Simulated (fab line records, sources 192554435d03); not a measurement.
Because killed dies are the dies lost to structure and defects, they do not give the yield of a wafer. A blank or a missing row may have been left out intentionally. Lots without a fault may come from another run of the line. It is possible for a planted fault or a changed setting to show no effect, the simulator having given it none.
Chamber matching | flow n5-finfet | 4 sister chambers for N5_BEOL_M5_ETCH_75 on rie-diel-06
The step etches underlayer in N2/H2, target depth 6.5 nm, time 5.2 s. 4 wafers are shown with their chamber, then 7 later ones without.

== EACH WAFER AND ITS CHAMBER ==
wafer  | chamber | throttle-valve-pct (%)
L084.4 | 3       | 17.35
L084.6 | 2       | 17.76
L085.1 | 1       | 17.89
L085.2 | 0       | 17.94

== WAFERS WHOSE CHAMBER IS MISSING ==
wafer  | throttle-valve-pct (%)
L085.6 | 17.90
L086.3 | 17.75
L086.5 | 17.35
L086.6 | 17.93
L092.1 | 17.39
L092.2 | 17.80
L092.5 | 17.89

== CHAMBER TAKEN BY EACH ==
wafer  | from the rows above     | in truth
L085.6 | can't be placed: 1 or 0 | 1
L086.3 | 2                       | 2
L086.5 | 3                       | 3
L086.6 | can't be placed: 0 or 1 | 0
L092.1 | 3                       | 3
L092.2 | 2                       | 2
L092.5 | 1                       | 1
Placed correctly: 5 of 7. These rows do not allow placing 2 (true chamber among the candidates in 2). Wrongly placed: 0.
How it was worked out, from the rows above alone: a wafer's distance from a chamber is the root of the sum, over the readings, of the square of ((its reading less the chamber's mean) divided by the reading's scatter). The wafer belongs to the nearest chamber; if the next one is less than 2 further off, it can't be placed. A chamber's mean is the mean of its shown wafers. The scatter: root of mean squared gap, hidden wafer to nearest shown wafer, with one shown wafer a chamber.
